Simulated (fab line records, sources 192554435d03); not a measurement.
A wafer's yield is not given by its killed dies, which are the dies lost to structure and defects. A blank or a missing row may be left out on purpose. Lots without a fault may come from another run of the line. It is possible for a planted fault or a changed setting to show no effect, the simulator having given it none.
Chamber matching :: flow n5 finfet :: ald hk-03 running N5_HKMG_FIN_HK_ALD_01: 4 sister chambers
The step deposits HfO2, target thk 1.6 nm, pulse time 3 s, purge time 3 s. 18 wafers are shown with their chamber, then 9 later ones without.

WAFERS PAIRED WITH THEIR CHAMBERS
wafer: L074.3
chamber: 1
precursor pulse height rel: 0.990

wafer: L074.4
chamber: 2
precursor pulse height rel: 1.002

wafer: L074.5
chamber: 1
precursor pulse height rel: 1.003

wafer: L075.1
chamber: 1
precursor pulse height rel: 1.030

wafer: L075.2
chamber: 3
precursor pulse height rel: 0.993

wafer: L075.3
chamber: 0
precursor pulse height rel: 1.002

wafer: L076.2
chamber: 0
precursor pulse height rel: 0.997

wafer: L076.3
chamber: 1
precursor pulse height rel: 1.057

wafer: L076.6
chamber: 2
precursor pulse height rel: 1.042

wafer: L077.1
chamber: 0
precursor pulse height rel: 0.981

wafer: L077.3
chamber: 1
precursor pulse height rel: 0.974

wafer: L077.6
chamber: 0
precursor pulse height rel: 1.021

wafer: L078.1
chamber: 1
precursor pulse height rel: 0.998

wafer: L078.5
chamber: 3
precursor pulse height rel: 1.015

wafer: L078.6
chamber: 2
precursor pulse height rel: 0.989

wafer: L087.1
chamber: 1
precursor pulse height rel: 0.981

wafer: L087.2
chamber: 0
precursor pulse height rel: 0.964

wafer: L087.3
chamber: 2
precursor pulse height rel: 1.039

SIGNATURES (means of the wafers above)
reading: precursor pulse height rel
chamber 0: 0.99300
chamber 1: 1.00471
chamber 2: 1.01800
chamber 3: 1.00400
scatter within a chamber: 0.0259
Rule: a wafer lies at a distance from a chamber equal to the root of the sum of squares, over the readings, of (its reading less the chamber's mean, divided by the reading's scatter). If the next closest chamber is less than 2 further off than the closest, the wafer can't be placed; otherwise it belongs to the closest. How the scatter is found: for the shown wafers, subtract from each reading the mean of its chamber, square and add these, divide the total by (wafers less chambers), then take the root.

WAFERS WITHOUT THEIR CHAMBER
wafer: L092.2
precursor pulse height rel: 1.003

wafer: L092.4
precursor pulse height rel: 1.037

wafer: L092.5
precursor pulse height rel: 1.001

wafer: L097.1
precursor pulse height rel: 1.022

wafer: L097.2
precursor pulse height rel: 1.001

wafer: L097.3
precursor pulse height rel: 1.022

wafer: L097.4
precursor pulse height rel: 0.979

wafer: L097.5
precursor pulse height rel: 1.044

wafer: L097.6
precursor pulse height rel: 0.998

THE CHAMBER EACH PASSED THROUGH
wafer: L092.2
from the rows above: can't be placed: 3 or 1 or 0 or 2
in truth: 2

wafer: L092.4
from the rows above: can't be placed: 2 or 1 or 3 or 0
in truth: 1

wafer: L092.5
from the rows above: can't be placed: 3 or 1 or 0 or 2
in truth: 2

wafer: L097.1
from the rows above: can't be placed: 2 or 1 or 3 or 0
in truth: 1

wafer: L097.2
from the rows above: can't be placed: 3 or 1 or 0 or 2
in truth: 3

wafer: L097.3
from the rows above: can't be placed: 2 or 1 or 3 or 0
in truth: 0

wafer: L097.4
from the rows above: can't be placed: 0 or 3 or 1 or 2
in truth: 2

wafer: L097.5
from the rows above: can't be placed: 2 or 1 or 3 or 0
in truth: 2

wafer: L097.6
from the rows above: can't be placed: 0 or 3 or 1 or 2
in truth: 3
Correct placement for 0 of the 9. Can't be placed from these rows: 9 (the true chamber is among the candidates in 9). Number placed wrongly: 0.
